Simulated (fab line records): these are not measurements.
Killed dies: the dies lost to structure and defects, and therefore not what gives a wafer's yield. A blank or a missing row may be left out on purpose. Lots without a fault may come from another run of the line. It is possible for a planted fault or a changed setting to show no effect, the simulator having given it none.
A single fault, viewed from 2 desks    flow nand harc    numbers are kept per desk, each desk with only its own; the story behind them comes last

== THE DEFECT DESK ==
Inspection counts along the route, by lot: the mean over sampled wafers that carry a number. Any lot whose mean is over 4 standard deviations away from the usual mean is out of limits and marked OUT; that distance is given in the brackets.
Columns: A = raw defect count at NHARC_A_SIN_REMOVE_INSPECT_04, usual 393
lot   first seen here  A
L767  day 20 16:28     385
L768  day 21 00:41     431
L769  day 22 09:32     375
L770  day 22 13:13     396
L777  day 24 14:43     469
L778  day 25 13:00     1245 (+9.9) OUT
L779  day 26 02:59     346
L780  day 26 02:59     1459 (+12) OUT
L787  day 29 00:35     313
L786  day 29 00:35     376
L788  day 29 05:59     462
L789  day 30 01:17     503
This desk's verdict: out of limits on L778, L780, starting with L778 at day 25 13:00 (raw defect count at NHARC_A_SIN_REMOVE_INSPECT_04). In limits: L767, L768, L769, L770, L777, L779, L787, L786, L788, L789.

== DESK OF THE TOOL OWNER: har etch-01 ==
The tool's own readings at NHARC_A_SLIT_ETCH_17 (etches the open film in C4F8/O2/Ar, time 4254.5 s, target depth 20300 nm): means of the sampled wafers that have a number, for each lot that ran on this tool. Any lot whose mean is over 4 standard deviations away from the usual mean is out of limits and marked OUT; that distance is given in the brackets.
Columns: A = drypump motor current A at NHARC_A_SLIT_ETCH_17, usual 5.7 A; B = showerhead plenum p Torr at NHARC_A_SLIT_ETCH_17, usual 3.59 Torr; C = throttle valve pct at NHARC_A_SLIT_ETCH_17, usual 32.046 %
lot   first seen here  A    B     C
L767  day 20 06:03     6.0  3.54  32.048
L768  day 20 14:44     6.0  3.53  32.046
L770  day 22 02:51     5.5  3.57  32.047
L778  day 25 01:11     6.0  3.50  32.041
L780  day 25 16:12     5.5  3.54  32.052
L786  day 28 13:40     6.4  3.43  32.052
L788  day 28 19:36     5.5  3.52  32.047
L789  day 29 13:26     6.0  3.47  32.051
This desk's verdict: no lot among the 8 shows anything out of limits.

== PUT TOGETHER ==
The defect desk could have raised an alarm at day 25 13:00, on L778, L780.
Nothing out of limits was seen by the tool owner's desk.
On record at the tool owner's desk: L778, L780, within its limits.
All the named lots went through NHARC_A_SLIT_ETCH_17 on har etch-01.

== WHAT THE SIMULATOR PUT IN ==
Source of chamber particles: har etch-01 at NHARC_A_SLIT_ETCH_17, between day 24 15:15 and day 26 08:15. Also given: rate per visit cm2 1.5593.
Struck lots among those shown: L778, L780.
Hours from the fault's start to each desk's first reading out of limits: the defect desk, 22.
